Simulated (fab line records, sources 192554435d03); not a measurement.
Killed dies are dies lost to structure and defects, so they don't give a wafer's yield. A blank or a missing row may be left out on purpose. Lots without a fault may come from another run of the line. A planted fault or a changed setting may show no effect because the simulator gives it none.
Chamber matching | flow n5_finfet | N5_BEOL_M10_PECVD_70 on pecvd-04: 3 sister chambers
The step deposits SiO2 from TEOS/O2, target thk 20 nm, time 22.7 s. 3 wafers are shown with their chamber, then 9 later ones without.

WAFERS WITH THEIR CHAMBER
wafer  | chamber | showerhead_plenum_p_Torr (Torr)
L086.1 | 2       | 8.69
L087.4 | 0       | 8.76
L087.6 | 1       | 8.72

WAFERS WITHOUT THEIR CHAMBER
wafer  | showerhead_plenum_p_Torr (Torr)
L088.1 | 8.72
L088.5 | 8.63
L088.6 | 8.75
L096.1 | 8.66
L096.4 | 8.72
L096.5 | 8.67
L097.1 | 8.67
L097.4 | 8.66
L097.6 | 8.72

WHICH CHAMBER EACH WENT THROUGH
wafer  | from the rows above          | in truth
L088.1 | can't be placed: 1 or 2 or 0 | 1
L088.5 | can't be placed: 2 or 1      | 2
L088.6 | can't be placed: 0 or 1 or 2 | 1
L096.1 | can't be placed: 2 or 1      | 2
L096.4 | can't be placed: 1 or 2 or 0 | 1
L096.5 | can't be placed: 2 or 1      | 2
L097.1 | can't be placed: 2 or 1      | 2
L097.4 | can't be placed: 2 or 1      | 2
L097.6 | can't be placed: 1 or 2 or 0 | 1
Placed correctly: 0 of 9. Can't be placed from these rows: 9 (the true chamber is among the candidates in 9). Placed wrongly: 0.
How it was worked out, from the rows above alone: a wafer's distance from a chamber is the root of the sum, over the readings, of the square of ((its reading less the chamber's mean) divided by the reading's scatter). The wafer belongs to the nearest chamber; if the next one is less than 2 further off, it can't be placed. A chamber's mean is the mean of its shown wafers. The scatter: with one shown wafer a chamber, the root of the mean of the squares of how far each hidden wafer lies from its nearest shown one.
